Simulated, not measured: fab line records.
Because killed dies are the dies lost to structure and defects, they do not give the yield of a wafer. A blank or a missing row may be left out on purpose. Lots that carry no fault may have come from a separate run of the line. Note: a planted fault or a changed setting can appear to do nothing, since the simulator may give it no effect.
Matching of chambers | flow n5Finfet | N5_BEOL_M9_ETCH_62 on rieDiel-01 has 3 sister chambers
The step etches SOC in N2/H2, target depth 110 nm, overetch 22 nm, time 165 s. 6 wafers are shown with their chamber, then 7 later ones without.

== WAFERS, EACH WITH ITS CHAMBER ==
wafer  | chamber | showerheadPlenumPTorr (Torr) | throttleValvePct (%)
L083.4 | 0       | 2.59                         | 18.05
L087.3 | 0       | 2.58                         | 18.09
L087.6 | 1       | 2.57                         | 17.76
L090.1 | 1       | 2.57                         | 17.76
L090.4 | 2       | 2.50                         | 17.99
L090.6 | 2       | 2.50                         | 18.00

== WAFERS WHOSE CHAMBER IS MISSING ==
wafer  | showerheadPlenumPTorr (Torr) | throttleValvePct (%)
L093.6 | 2.50                         | 17.99
L096.2 | 2.56                         | 17.81
L096.3 | 2.49                         | 18.01
L096.4 | 2.56                         | 17.80
L097.2 | 2.56                         | 17.83
L097.3 | 2.57                         | 18.11
L097.6 | 2.56                         | 17.81

== WHICH CHAMBER EACH WENT THROUGH ==
wafer  | from the rows above | in truth
L093.6 | 2                   | 2
L096.2 | 1                   | 1
L096.3 | 2                   | 2
L096.4 | 1                   | 1
L097.2 | 1                   | 1
L097.3 | 0                   | 0
L097.6 | 1                   | 1
Correct placement for 7 of the 7. Not placeable from these rows: 0. Number placed wrongly: 0.
How it was worked out, from the rows above alone: a wafer's distance from a chamber is the root of the sum, over the readings, of the square of ((its reading less the chamber's mean) divided by the reading's scatter). The wafer belongs to the nearest chamber; if the next one is less than 2 further off, it can't be placed. Each chamber's mean is taken over the wafers shown for it. The scatter: the root of (the sum of the squares of (reading less its chamber's mean) over the shown wafers, divided by (wafers less chambers)).
